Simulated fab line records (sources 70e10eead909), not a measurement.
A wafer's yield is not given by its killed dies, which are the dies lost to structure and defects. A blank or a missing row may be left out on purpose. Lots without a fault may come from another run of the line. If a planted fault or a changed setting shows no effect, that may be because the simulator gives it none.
Chamber matching || flow nand harc || NHARC_P_GATE_DESCUM_61 on rie diel-05: 4 sister chambers
The step chemistry O2, time 3 s. 4 wafers are shown with their chamber, then 7 later ones without.

== WAFERS, EACH WITH ITS CHAMBER ==
{"wafer": "L075.3", "chamber": 1, "showerhead plenum p Torr (Torr)": 1.79}
{"wafer": "L076.4", "chamber": 2, "showerhead plenum p Torr (Torr)": 1.93}
{"wafer": "L084.3", "chamber": 3, "showerhead plenum p Torr (Torr)": 2.02}
{"wafer": "L084.4", "chamber": 0, "showerhead plenum p Torr (Torr)": 1.86}

== WAFERS WITH NO CHAMBER GIVEN ==
{"wafer": "L084.6", "showerhead plenum p Torr (Torr)": 2.02}
{"wafer": "L090.2", "showerhead plenum p Torr (Torr)": 1.93}
{"wafer": "L090.4", "showerhead plenum p Torr (Torr)": 1.86}
{"wafer": "L090.5", "showerhead plenum p Torr (Torr)": 1.93}
{"wafer": "L097.1", "showerhead plenum p Torr (Torr)": 1.78}
{"wafer": "L097.4", "showerhead plenum p Torr (Torr)": 2.02}
{"wafer": "L097.5", "showerhead plenum p Torr (Torr)": 1.86}

== EACH ONE'S CHAMBER ==
{"wafer": "L084.6", "from the rows above": 3, "in truth": 3}
{"wafer": "L090.2", "from the rows above": 2, "in truth": 2}
{"wafer": "L090.4", "from the rows above": 0, "in truth": 0}
{"wafer": "L090.5", "from the rows above": 2, "in truth": 2}
{"wafer": "L097.1", "from the rows above": 1, "in truth": 1}
{"wafer": "L097.4", "from the rows above": 3, "in truth": 3}
{"wafer": "L097.5", "from the rows above": 0, "in truth": 0}
Correctly placed: 7 of 7. Number that these rows cannot place: 0. Placed wrongly: 0.
How it was worked out, from the rows above alone: a wafer's distance from a chamber is the root of the sum, over the readings, of the square of ((its reading less the chamber's mean) divided by the reading's scatter). The wafer belongs to the nearest chamber; if the next one is less than 2 further off, it can't be placed. For every chamber, the mean is computed from those of its wafers that are shown. The scatter: with one shown wafer a chamber, the root of the mean of the squares of how far each hidden wafer lies from its nearest shown one.
